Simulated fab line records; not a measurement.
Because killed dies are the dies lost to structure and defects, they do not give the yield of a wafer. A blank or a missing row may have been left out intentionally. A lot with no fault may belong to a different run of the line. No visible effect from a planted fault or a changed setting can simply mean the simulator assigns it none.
Chamber matching || flow n5Finfet || N5_BEOL_M14_ETCH_59 on rieDiel-01 has 4 sister chambers
The step etches BARC in N2/H2, target depth 89 nm, overetch 26.7 nm, time 67.9 s. 8 wafers are shown with their chamber, then 7 later ones without.

WAFERS WITH THEIR CHAMBER
{"wafer": "L895.4", "chamber": 3, "drypumpMotorCurrentA (A)": 5.6, "showerheadPlenumPTorr (Torr)": 2.56}
{"wafer": "L895.6", "chamber": 0, "drypumpMotorCurrentA (A)": 5.1, "showerheadPlenumPTorr (Torr)": 2.62}
{"wafer": "L911.3", "chamber": 1, "drypumpMotorCurrentA (A)": 5.6, "showerheadPlenumPTorr (Torr)": 2.62}
{"wafer": "L908.2", "chamber": 0, "drypumpMotorCurrentA (A)": 5.1, "showerheadPlenumPTorr (Torr)": 2.60}
{"wafer": "L908.4", "chamber": 2, "drypumpMotorCurrentA (A)": 5.8, "showerheadPlenumPTorr (Torr)": 2.70}
{"wafer": "L908.6", "chamber": 1, "drypumpMotorCurrentA (A)": 5.6, "showerheadPlenumPTorr (Torr)": 2.62}
{"wafer": "L912.2", "chamber": 2, "drypumpMotorCurrentA (A)": 5.9, "showerheadPlenumPTorr (Torr)": 2.70}
{"wafer": "L912.4", "chamber": 3, "drypumpMotorCurrentA (A)": 5.6, "showerheadPlenumPTorr (Torr)": 2.55}

WAFERS WITH NO CHAMBER GIVEN
{"wafer": "L912.5", "drypumpMotorCurrentA (A)": 5.1, "showerheadPlenumPTorr (Torr)": 2.60}
{"wafer": "L916.1", "drypumpMotorCurrentA (A)": 5.5, "showerheadPlenumPTorr (Torr)": 2.54}
{"wafer": "L916.2", "drypumpMotorCurrentA (A)": 5.6, "showerheadPlenumPTorr (Torr)": 2.62}
{"wafer": "L916.6", "drypumpMotorCurrentA (A)": 5.5, "showerheadPlenumPTorr (Torr)": 2.54}
{"wafer": "L915.1", "drypumpMotorCurrentA (A)": 5.1, "showerheadPlenumPTorr (Torr)": 2.60}
{"wafer": "L915.2", "drypumpMotorCurrentA (A)": 5.9, "showerheadPlenumPTorr (Torr)": 2.69}
{"wafer": "L915.3", "drypumpMotorCurrentA (A)": 5.6, "showerheadPlenumPTorr (Torr)": 2.61}

THE CHAMBER EACH PASSED THROUGH
{"wafer": "L912.5", "from the rows above": 0, "in truth": 0}
{"wafer": "L916.1", "from the rows above": 3, "in truth": 3}
{"wafer": "L916.2", "from the rows above": 1, "in truth": 1}
{"wafer": "L916.6", "from the rows above": 3, "in truth": 3}
{"wafer": "L915.1", "from the rows above": 0, "in truth": 0}
{"wafer": "L915.2", "from the rows above": 2, "in truth": 2}
{"wafer": "L915.3", "from the rows above": 1, "in truth": 1}
7 of 7 placed correctly. Not placeable from these rows: 0. Placed wrongly: 0.
How it was worked out, from the rows above alone: a wafer's distance from a chamber is the root of the sum, over the readings, of the square of ((its reading less the chamber's mean) divided by the reading's scatter). The wafer belongs to the nearest chamber; if the next one is less than 2 further off, it can't be placed. The mean given for a chamber averages the wafers shown for that chamber. The scatter: take each reading less its chamber's mean, square it, sum over the shown wafers, divide by the number of wafers less the number of chambers, and take the root.
